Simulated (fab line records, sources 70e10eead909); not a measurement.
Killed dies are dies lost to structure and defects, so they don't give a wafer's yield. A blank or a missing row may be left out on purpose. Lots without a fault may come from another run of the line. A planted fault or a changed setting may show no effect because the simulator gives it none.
fab line records | flow nand_harc
record lots=6 wafers=18 last_day=34
route steps=1302 shown A_BONDPAD@1236 HYBRID_BOND@1237 THIN_TSV@1244 END@1302
lots that met no fault: from a run of the same line without faults
start_h: hours from the record's first day to the start of the lot's first wafer shown | wait_h: hours since the lot's step before | " the same as in the row above | L1.1+2: a row that stands for several wafers | - no value, or no start given | * or withheld: withheld | < > ~ a bound
route shown NAME@n: a module of which the file shows steps, and the number in the route of the first | usual: mean/standard deviation of fault-free wafers | same: alike in all rows | chamber/n: place in a boat | sites: the reading at each site | _std_site: their standard deviation | _edge_site: outer sites' mean less inner sites' | radius_mm: how far each site lies from the wafer's centre | mask NAME#n: copy n | behind: the tool/chamber that last shaped the wafer | hold: why the lot was held/for how many hours/how that ended | device: the transistor (n, p or np) that didn't switch | end of line: the same wafers' tests at the end of the route | a step without rows: its recipe alone | killed: dies lost to structure and defects at the first sort, not the wafer's yield | map: a wafer's dies, x killed, . not, _ none there
set.NAME: the setting as run; set.NAME@STEP: as run at that earlier step | model.NAME: the simulator's own value behind a step, which no gauge read
lots at some steps of the route; a table a step, a row a wafer
services: from which hour (start_h, from the record's first day; less than 0 if before it) a tool's chamber was out of use, for how many hours, and why
## steps
# step NHARC_A_BONDPAD_INSPECT_23
# usual raw_defect_count=537/120
# columns lot.wafer tool chamber start_h wait_h raw_defect_count
L406.3 defect_inspect-02 - 596.44 0.0 586
L406.5 " - " " 507
L406.6 " - " " 738
L410.1 defect_inspect-01 - 640.42 0.0 438
L410.3 " - " " 495
L410.4 " - " " 402
L411.1 defect_inspect-02 - 652.58 0.0 441
L411.2 " - " " 466
L411.6 " - " " 500
L414.3 defect_inspect-01 - 670.26 0.0 526
L414.5 " - " " 677
L414.6 " - " " 521
L421.2 defect_inspect-01 - 732.35 0.0 457
L421.4 " - " " 469
L421.6 " - " " 380
L424.1 defect_inspect-02 - 781.05 0.0 695
L424.3 " - " " 767
L424.4 " - " " 502
# step NHARC_HYBRID_BOND_ACTIVATE_00
# recipe time_s=60 n2_flow_sccm=200 ar_flow_sccm=0 bias_power_w=0 chemistry=N2
# step NHARC_HYBRID_BOND_PRECLEAN_01
# recipe time_s=300 temp_c=23 chemistry=DIW
# step NHARC_HYBRID_BOND_SRD_02
# recipe time_s=30 temp_c=23 dry_time_s=20 spin_rpm=1500
# step NHARC_HYBRID_BOND_BOND_03
# recipe temp_c=25
# step NHARC_HYBRID_BOND_ANNEAL_04
# recipe temp_c=300 time_s=7200 ramp_up_c_per_min=5 ramp_down_c_per_min=3 idle_temp_c=100 pressure_atm=1
# step NHARC_HYBRID_BOND_OVL_MEAS_05
# usual overlay_x_nm=4/36 overlay_y_nm=5/32
# columns lot.wafer tool chamber start_h wait_h overlay_x_nm overlay_y_nm
L406.3 overlay-01 - 606.13 0.4 14 5
L406.5 " - " " 17 31
L406.6 " - " " -68 -26
L410.1 overlay-01 - 647.57 0.4 34 -26
L410.3 " - " " 3 -17
L410.4 " - " " -13 -56
L411.1 overlay-01 - 667.54 0.4 -9 65
L411.2 " - " " 14 -4
L411.6 " - " " 0 -1
L414.3 overlay-01 - 680.58 0.4 1 26
L414.5 " - " " 11 0
L414.6 " - " " 24 -48
L421.2 overlay-02 - 743.52 0.4 -25 36
L421.4 " - " " 67 -34
L421.6 " - " " -32 -28
L424.1 overlay-02 - 791.01 0.4 -64 22
L424.3 " - " " 26 -24
L424.4 " - " " 75 -34
# step NHARC_HYBRID_BOND_INSPECT_06
# recipe inspect_instrument=ir_void
# usual raw_defect_count=91/37
# columns lot.wafer tool chamber start_h wait_h raw_defect_count
L406.3 defect_inspect-02 - 606.19 0.1 146
L406.5 " - " " 134
L406.6 " - " " 117
L410.1 defect_inspect-02 - 647.62 0.0 124
L410.3 " - " " 119
L410.4 " - " " 99
L411.1 defect_inspect-01 - 667.59 0.0 66
L411.2 " - " " 83
L411.6 " - " " 82
L414.3 defect_inspect-01 - 680.64 0.1 92
L414.5 " - " " 95
L414.6 " - " " 112
L421.2 defect_inspect-02 - 743.58 0.1 72
L421.4 " - " " 72
L421.6 " - " " 70
L424.1 defect_inspect-01 - 791.06 0.0 27
L424.3 " - " " 26
L424.4 " - " " 30
# step NHARC_THIN_TSV_GRIND_00
# recipe target_thk_um=6
# step NHARC_THIN_TSV_CMP_01
# recipe target_thk_um=3
# usual motor_current_A=11.8/1.2
# columns lot.wafer tool chamber start_h wait_h motor_current_A
L406.3 cmp-01 3 607.60 0.7 12.1
L406.6 " 1 " " 10.3
L406.5 " 2 " " 11.4
L410.3 cmp-03 1 649.03 0.7 11.3
L410.4 " 2 " " 10.6
L410.1 " 3 " " 12.3
L411.1 cmp-01 0 670.18 1.1 10.8
L411.2 " 2 " " 10.6
L411.6 " 0 " " 10.7
L414.3 cmp-01 1 682.06 0.7 10.5
L414.5 " 3 " " 13.0
L414.6 " 0 " " 10.6
L421.2 cmp-03 3 745.22 0.8 12.7
L421.4 " 2 " " 10.9
L421.6 " 0 " " 9.8
L424.4 cmp-03 3 793.64 0.4 12.3
L424.3 " 0 " " 9.8
L424.1 " 2 " " 11.3
# step NHARC_THIN_TSV_THK_MEAS_02
# recipe thk_meas_gauge=ir
# usual thk_nm=2977/230
# columns lot.wafer tool chamber start_h wait_h thk_nm
L406.3 film_metro-02 - 607.82 0.2 2959
L406.5 " - " " 3317
L406.6 " - " " 2742
L410.1 film_metro-02 - 649.27 - 2817
L410.3 " - " " 2761
L410.4 " - " " 2605
L411.1 film_metro-02 - 670.42 - 2554
L411.2 " - " " 2556
L411.6 " - " " 2255
L414.3 film_metro-01 - 682.27 - 2722
L414.5 " - " " 2573
L414.6 " - " " 2747
L421.2 film_metro-02 - 745.48 - 3194
L421.4 " - " " 3169
L421.6 " - " " 2919
L424.1 film_metro-02 - 793.91 0.2 3253
L424.3 " - " " 2979
L424.4 " - " " 3183
# step NHARC_THIN_TSV_SRD_03
# step NHARC_THIN_TSV_PRECLEAN_41
# recipe time_s=* temp_c=50 bath_age_min=0 chemistry=SC1
# columns lot.wafer tool chamber start_h wait_h
L406.3+5+6 wet_bench-10 1,2,6 607.88 0.0
L410.4+3+1 wet_bench-10 4,5,0 649.34 0.0
L411.6+1+2 wet_bench-08 7,1,3 670.49 0.0
L414.5+3+6 wet_bench-08 4,7,0 682.33 0.0
L421.4+6+2 wet_bench-08 2,5,6 745.55 0.0
L424.3+1+4 wet_bench-08 6,0,2 793.97 0.0
# step NHARC_THIN_TSV_SRD_42
# step NHARC_THIN_TSV_DEP_43
# recipe target_thk_a=13285 temp_c=withheld pressure_torr=6.5 rf_w=900 teos_flow_sccm=161.4 flow_sccm=2650 target_thk_nm=1328.5 gas=O2 material=SiO2
# usual throttle_valve_pct=16.3/0.33
# columns lot.wafer tool chamber start_h wait_h throttle_valve_pct
L406.3 pecvd-03 1 608.13 - 16.6
L406.5 " 2 " " 15.5
L406.6 " 0 " " 16.3
L410.3 pecvd-01 1 649.50 - 16.8
L410.1 " 0 " " 16.3
L410.4 " 0 " " 16.4
L411.1 pecvd-01 0 670.68 - 16.3
L411.2 " 1 " " 16.4
L411.6 " 0 " " 16.2
L414.3 pecvd-04 1 682.55 - 16.2
L414.5 " 0 " " 16.3
L414.6 " 1 " " 16.0
L421.2 pecvd-04 2 745.70 - 16.3
L421.4 " 2 " " 16.4
L421.6 " 0 " " 16.5
L424.1 pecvd-04 2 794.13 - 16.3
L424.3 " 0 " " 16.4
L424.4 " 2 " " 16.3
# step NHARC_THIN_TSV_DEHYDRATE_04
# recipe temp_c=150 time_s=120
# step NHARC_THIN_TSV_HMDS_05
# recipe time_s=30
# step NHARC_THIN_TSV_COAT_06
# recipe spin_rpm=*
# step NHARC_THIN_TSV_SOFTBAKE_07
# recipe temp_c=122 time_s=95
# step NHARC_THIN_TSV_EBR_08
# step NHARC_THIN_TSV_EXPOSE_09
# recipe na=0.55 dose_mj=30.7 mask_id=TSV
# step NHARC_THIN_TSV_PEB_10
# recipe peb_temp_c=118 peb_time_s=85
# step NHARC_THIN_TSV_DEVELOP_11
# recipe time_s=70
# step NHARC_THIN_TSV_CD_MEAS_12
# recipe target_cd_nm=1000 landing_energy_ev=500
# usual cd_nm=998.9/2.1
# same landing_energy_ev=500
# columns lot.wafer tool chamber start_h wait_h cd_nm
L406.3 cd_sem-02 0 608.88 - 994.3
L406.5 " 0 " " 996.4
L406.6 " 0 " " 996.9
L410.1 cd_sem-02 0 650.22 - 997.9
L410.3 " 0 " " 1003.7
L410.4 " 0 " " 1002.6
L411.1 cd_sem-01 0 671.39 - 1000.3
L411.2 " 0 " " 998.6
L411.6 " 0 " " 1001.0
L414.3 cd_sem-03 0 683.34 - 997.4
L414.5 " 0 " " 1000.6
L414.6 " 0 " " 999.7
L421.2 cd_sem-02 0 746.41 - 995.9
L421.4 " 0 " " 998.6
L421.6 " 0 " " 999.9
L424.1 cd_sem-02 0 794.96 - 1001.6
L424.3 " 0 " " 1000.5
L424.4 " 0 " " 996.4
# step NHARC_THIN_TSV_HARDBAKE_13
# recipe temp_c=125 time_s=80
# step NHARC_THIN_TSV_DESCUM_14
# recipe time_s=3 o2_flow_sccm=200 ar_flow_sccm=0 bias_power_w=0 chemistry=O2
# usual drypump_motor_current_A=5.8/0.36 oes_product_au=0.999/0.013 rf_vpp_V=57.7/0.9 showerhead_plenum_p_Torr=1.88/0.07 throttle_valve_pct=11.311/0.0086
# columns lot.wafer tool chamber start_h wait_h drypump_motor_current_A oes_product_au rf_hours_counter_h rf_vpp_V showerhead_plenum_p_Torr throttle_valve_pct
L406.3 rie_diel-13 2 609.05 - 6.0 0.979 4 55.7 1.81 11.318
L406.5 " 1 " " 5.7 1.002 - 57.3 1.87 11.303
L406.6 " 2 " " 6.0 0.989 - 56.7 1.81 11.306
L410.3 rie_diel-01 2 650.39 - 5.5 0.981 4 58.1 1.99 11.325
L410.1 " 3 " " 6.2 1.000 5 57.4 1.80 11.315
L410.4 " 1 " " 5.4 0.995 - 58.8 1.92 11.325
L411.1 rie_diel-13 2 671.56 - 6.0 0.986 7 57.8 1.80 11.319
L411.2 " 0 " " 6.2 0.977 7 58.4 1.95 11.315
L411.6 " 1 " " 5.7 1.000 - 58.0 1.87 11.312
L414.3 rie_diel-13 1 683.51 - 5.7 1.013 7 56.2 1.87 11.311
L414.6 " 0 " " 6.2 0.980 - 59.1 1.95 11.308
L414.5 " 1 " " 5.7 1.005 - 57.9 1.87 11.294
L421.4 rie_diel-01 2 746.57 - 5.4 0.995 0 56.1 1.99 11.316
L421.2 " 0 " " 5.7 0.982 0 56.7 1.85 11.318
L421.6 " 2 " " 5.5 0.990 - 58.7 1.99 11.312
L424.3 rie_diel-13 3 795.12 - 5.4 0.966 4 59.3 2.00 11.310
L424.1 " 0 " " 6.2 0.991 4 58.4 1.95 11.301
L424.4 " 2 " " 6.0 0.986 3 57.2 1.80 11.327
# step NHARC_THIN_TSV_ETCH_44
# recipe target_depth_a=15942 time_s=797.1 cf4_flow_sccm=150 o2_flow_sccm=10 ar_flow_sccm=0 rf_w=300 bias_w=800 chemistry=CF4/O2
# step NHARC_THIN_TSV_ETCH_15
# recipe target_depth_a=30000 bosch_target_overetch_cycles=2 bosch_etch_step_s=2.8 bosch_dep_step_s=1.2 bosch_cycles=14
# step NHARC_THIN_TSV_CD_MEAS_16
# usual cd_nm=998.8/2.4
# columns lot.wafer tool chamber start_h wait_h cd_nm
L406.3 cd_sem-03 - 609.86 0.1 994.0
L406.5 " - " " 996.0
L406.6 " - " " 996.6
L410.1 cd_sem-01 - 651.31 0.1 998.0
L410.3 " - " " 1003.6
L410.4 " - " " 1004.1
L411.1 cd_sem-02 - 672.35 0.1 1000.1
L411.2 " - " " 997.2
L411.6 " - " " 1000.0
L414.3 cd_sem-02 - 684.30 0.1 997.0
L414.5 " - " " 1000.6
L414.6 " - " " 999.6
L421.2 cd_sem-03 - 747.37 0.1 994.4
L421.4 " - " " 998.7
L421.6 " - " " 1000.4
L424.1 cd_sem-01 - 795.92 0.1 1002.0
L424.3 " - " " 998.8
L424.4 " - " " 996.2
# step NHARC_THIN_TSV_STRIP_45
# recipe power_w=1500 temp_c=250 chemistry=O2
# step NHARC_THIN_TSV_STRIP_46
# recipe time_s=1200 temp_c=72.5 chemistry=post_etch_residue_remover
# step NHARC_THIN_TSV_DEP_47
# recipe target_thk_a=2000 temp_c=withheld pressure_torr=6.5 rf_w=900 teos_flow_sccm=161.4 flow_sccm=2650 target_thk_nm=200 gas=O2 material=SiO2
# step NHARC_THIN_TSV_ETCHBACK_48
# recipe target_depth_a=10285 over_etch_frac=0.3 time_s=405.17 ion_energy_ev=250 c4f8_flow_sccm=withheld ar_flow_sccm=withheld rf_w=600 bias_w=300 chemistry=C4F8/Ar
# step NHARC_THIN_TSV_STRIP_62
# recipe power_w=1500 temp_c=250 time_s=20 chemistry=N2/H2
# step NHARC_THIN_TSV_DEGAS_49
# recipe temp_c=300 time_s=120
# step NHARC_THIN_TSV_PRE_CLEAN_50
# recipe time_s=30 temp_c=280 gas=H2/He
# step NHARC_THIN_TSV_PVD_19
# recipe target_thk_a=200 chamber_pressure_pa=5 material=TaN
# step NHARC_THIN_TSV_PVD_51
# recipe target_thk_a=1000 chamber_pressure_pa=5 material=Cu
# usual throttle_valve_pct=30.1/1
# columns lot.wafer tool chamber start_h wait_h throttle_valve_pct
L406.3 pvd_sputter-01 - - - 30.5
L406.6 " - " " 30.9
L406.5 " - " " 29.0
L410.4 pvd_sputter-02 - - - 29.1
L410.3 " - " " 30.7
L410.1 " - " " 32.4
L411.2 pvd_sputter-01 - - - 30.4
L411.1 " - " " 30.8
L411.6 " - " " 30.3
L414.3 pvd_sputter-03 - - - 29.1
L414.5 " - " " 28.9
L414.6 " - " " 30.9
L421.4 pvd_sputter-03 - - - 29.0
L421.2 " - " " 29.6
L421.6 " - " " 29.1
L424.4 pvd_sputter-01 - - - 30.6
L424.3 " - " " 31.6
L424.1 " - " " 30.3
# step NHARC_THIN_TSV_ECD_20
# recipe target_thk_a=20000 material=Cu
# step NHARC_THIN_TSV_ANNEAL_52
# recipe temp_c=225 time_s=90
# usual anneal_temp_c=225.05/0.17 wafer_temp_C_max=226.1/0.42
# columns lot.wafer tool chamber start_h wait_h anneal_temp_c wafer_temp_C_max
L406.3 rtp_anneal-01 0 613.03 0.6 224.82 226.3
L406.5 " 0 " " 224.93 225.8
L406.6 " 0 " " 224.91 225.9
L410.1 rtp_anneal-01 0 654.34 0.7 225.26 225.6
L410.3 " 0 " " 224.99 226.0
L410.4 " 0 " " 225.41 225.7
L411.1 rtp_anneal-01 0 675.42 0.5 225.14 225.7
L411.2 " 0 " " 225.42 225.5
L411.6 " 0 " " 225.04 225.6
L414.3 rtp_anneal-02 0 687.42 0.4 225.15 227.2
L414.5 " 0 " " 225.04 226.5
L414.6 " 0 " " 225.20 226.6
L421.2 rtp_anneal-01 0 750.76 0.7 224.75 225.9
L421.4 " 0 " " 225.14 225.8
L421.6 " 0 " " 224.77 225.5
L424.1 rtp_anneal-02 0 798.93 0.6 225.23 226.5
L424.3 " 0 " " 225.06 226.4
L424.4 " 0 " " 225.13 226.5
# step NHARC_THIN_TSV_CMP_21
# recipe t_overpolish_s=30 target_thk_nm=2000
# step NHARC_END_SORT_01
# recipe temp_c=25
# usual defect_limited_yield=91.1/2.8 killed_at_array=55/19 killed_at_other=0.9/1.4 killed_at_periphery=3.8/2.9 killed_dies=60/19 killed_open=3.3/1.8 killed_short=2.6/1.6
# same gross_dies=677
# columns lot.wafer tool chamber start_h wait_h defect_limited_yield[%] killed_at_array killed_at_other killed_at_periphery killed_dies killed_open killed_short
L406.3 prober-02 0 625.56 3.1 85.5 92 0 6 98 6 2
L406.5 prober-02 0 627.15 3.7 86.4 89 0 3 92 7 2
L406.6 prober-02 0 627.95 4.0 87.0 78 1 9 88 3 3
L411.1 prober-01 0 687.41 2.5 81.7 23 98 3 124 1 3
L411.2 prober-01 0 688.21 2.8 76.2 57 102 2 161 3 0
L411.6 prober-01 0 691.40 4.0 78.1 37 108 3 148 0 4
L414.3 prober-02 0 699.96 3.1 79.6 31 105 2 138 2 4
L414.5 prober-02 0 701.53 3.6 78.0 42 105 2 149 2 1
L414.6 prober-02 0 702.32 3.9 86.4 50 40 2 92 3 1
# killed by level:class
L406.3 A_CHANNEL_HOLE_D1:chamber_film_flake=36 A_SLIT:chamber_film_flake=30 A_CHANNEL_HOLE_D2:chamber_film_flake=7 A_ZERO_WELL:chamber_film_flake=3 A_BLC:chamber_film_flake=3 P_ZERO_WELL:chamber_film_flake=2 A_DECK1_JOINT:chamber_film_flake=2 A_WL_FILL:chamber_film_flake=2
L406.5 A_CHANNEL_HOLE_D1:chamber_film_flake=29 A_SLIT:chamber_film_flake=28 A_CHANNEL_HOLE_D2:chamber_film_flake=11 A_WL_FILL:chamber_film_flake=5 A_CHANNEL_HOLE_D1:geometric_particle:open=2 A_DECK1_JOINT:geometric_particle:open=2 P_M2:chamber_film_flake=2 A_STAIRCASE:chamber_film_flake=2
L406.6 A_CHANNEL_HOLE_D1:chamber_film_flake=32 A_SLIT:chamber_film_flake=16 A_CHANNEL_HOLE_D2:chamber_film_flake=10 A_BLC:chamber_film_flake=4 A_CONTACT:chamber_film_flake=4 P_CONTACT:chamber_film_flake=3 A_WL_FILL:chamber_film_flake=3 P_M0:chamber_film_flake=2
L411.1 THIN_TSV:unspecified=98 A_SLIT:chamber_film_flake=8 A_CHANNEL_HOLE_D1:chamber_film_flake=5 A_STAIRCASE:chamber_film_flake=4 A_CHANNEL_HOLE_D2:chamber_film_flake=2 P_STI:geometric_particle:short=1 A_DECK1_JOINT:geometric_particle:short=1 A_CHANNEL_FILL_D2:geometric_particle:short=1
L411.2 THIN_TSV:unspecified=102 A_SLIT:chamber_film_flake=37 A_CHANNEL_HOLE_D1:chamber_film_flake=11 A_STAIRCASE:chamber_film_flake=3 A_ONON_D1:geometric_particle:open=2 P_GATE:chamber_film_flake=2 A_M1:geometric_particle:open=1 A_CONTACT:chamber_film_flake=1
L411.6 THIN_TSV:unspecified=108 A_SLIT:chamber_film_flake=23 A_CHANNEL_HOLE_D1:chamber_film_flake=5 A_CHANNEL_FILL_D1:geometric_particle:short=2 P_M1:chamber_film_flake=2 A_STAIRCASE:chamber_film_flake=2 A_ONON_D1:geometric_particle:short=1 A_DECK1_JOINT:geometric_particle:short=1
L414.3 THIN_TSV:unspecified=105 A_SLIT:chamber_film_flake=14 A_CHANNEL_HOLE_D2:chamber_film_flake=5 A_CHANNEL_HOLE_D1:chamber_film_flake=4 P_CONTACT:geometric_particle:short=1 A_CHANNEL_FILL_D1:geometric_particle:short=1 A_CHANNEL_FILL_D2:geometric_particle:short=1 A_SGD_CUT:geometric_particle:open=1
L414.5 THIN_TSV:unspecified=105 A_SLIT:chamber_film_flake=19 A_CHANNEL_HOLE_D2:chamber_film_flake=11 A_CHANNEL_HOLE_D1:chamber_film_flake=7 P_M0:geometric_particle:open=1 A_ONON_D1:geometric_particle:short=1 A_CHANNEL_FILL_D1:geometric_particle:open=1 P_GATE:chamber_film_flake=1
L414.6 THIN_TSV:unspecified=38 A_SLIT:chamber_film_flake=23 A_CHANNEL_HOLE_D2:chamber_film_flake=14 A_CHANNEL_HOLE_D1:chamber_film_flake=7 A_CONTACT:chamber_film_flake=2 A_STAIRCASE:chamber_film_flake=2 THIN_TSV:chamber_film_flake=2 P_GATE:geometric_particle:open=1
# map L411.2 (x killed, . not)
____________.____________
_________......._________
_______..........._______
______.............______
_____..............._____
____.................____
____.................____
___...................___
___...................___
__.....................__
__.....................__
_..............x.....x.x_
_...................xxxx_
_..................x.xxx_
_...............x..xxx.x_
_.......xxx....x...xxxx._
.........xxxxx......xxxx.
.........xxxxxx.x.x.x.xxx
.........xxxxxxx....xxx..
......xxxxxxxxxx.....x.xx
........xxxxxxxx...x...x.
_x.....xxxxxxxx.......x._
_.......xxxxxxxx........_
_x.x...xxxxxxxxx.....x.._
_.......xxxxxxxx......xx_
_.xx..x.xxxxxxxxx......._
__.x...xxxxxxx.x.......__
__x.x...xxxxxx.........__
___.x....xxxx.x.......___
___x.x...xx.xx........___
____...x.............____
____.................____
_____..............._____
______....x........______
_______..........._______
_________......._________
____________.____________
# map L414.5 (x killed, . not)
____________.____________
_________......._________
_______..........._______
______.............______
_____.......x......._____
____.................____
____.................____
___...................___
___...................___
__.....................__
__.....................__
_...........x...x......._
_...........xx.......x.._
_.........xxxxxx........_
_.......xxxxxxxxx..xx.x._
_.......xxxxxxxx.x...x.._
.........xxxxxxxxx...xx..
.......x.xxxxxxxxxx.x....
.......xxxxxxxxxxx.......
........xxxxxxxxxx.....x.
.x.......xxxxxxxxx..xx...
_xx......xxxxxxx........_
_.x.x....xxxxxxx........_
_.xx......xxxxxxxx......_
_.xxx....x...xx........._
_xxxx....x...xx....x...._
__xxx.x....x...........__
__xxx..................__
___xx.................___
___xxx................___
____x................____
____.................____
_____x.............._____
______............x______
_______..........._______
_________......._________
____________.____________
## services
# columns tool chamber start_h hours kind
cmp-03 - 588.76 3.2 repair
cmp-03 - 597.80 2.5 repair
cmp-01 - 599.68 1.8 repair
cmp-01 - 604.88 2.2 repair
pvd_sputter-01 - 612.31 7.6 repair
pecvd-04 - 631.00 13.0 pm
rie_diel-01 1 637.23 3.5 repair
rie_diel-01 0 644.35 6.3 repair
wet_bench-08 - 646.40 8.0 pm
wet_bench-10 - 655.09 7.4 repair
cmp-01 - 655.91 1.8 repair
rie_diel-13 3 661.84 7.6 repair
wet_bench-10 - 663.20 8.0 pm
cmp-03 - 664.63 4.0 pm
cmp-03 - 677.18 6.0 repair
cmp-01 - 677.71 4.0 pm
pecvd-04 - 691.69 0.8 repair
pecvd-04 2 694.06 17.0 repair
rie_diel-13 - 696.00 9.0 pm
pecvd-04 - 697.92 3.4 repair
cmp-01 - 706.80 1.0 repair
pvd_sputter-01 - 760.04 10.0 pm
cmp-03 - 762.63 4.0 pm
cmp-01 - 775.71 4.0 pm
## key
first_sign step=NHARC_END_SORT_01 reading=killed_at_other direction=up sigmas=64 usual=0.9 struck=93
effect step=NHARC_END_SORT_01 reading=defect_limited_yield direction=down sigmas=4 usual=91.1 struck=80.0 wafers_moved=5
more_kills_born_at NHARC_THIN_TSV_PRECLEAN_41@wet_bench-08=556
met_at NHARC_THIN_TSV_PRECLEAN_41
struck_wafers L411.1,L411.2,L411.6,L414.3,L414.5,L414.6
also_fits NHARC_THIN_TSV_CMP_01:cmp-01
fault kind=chamber_particle_source tool=wet_bench-08 chamber=- onset_h=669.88 steps=NHARC_THIN_TSV_PRECLEAN_41 rate_per_visit_cm2=1.9749 end_h=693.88
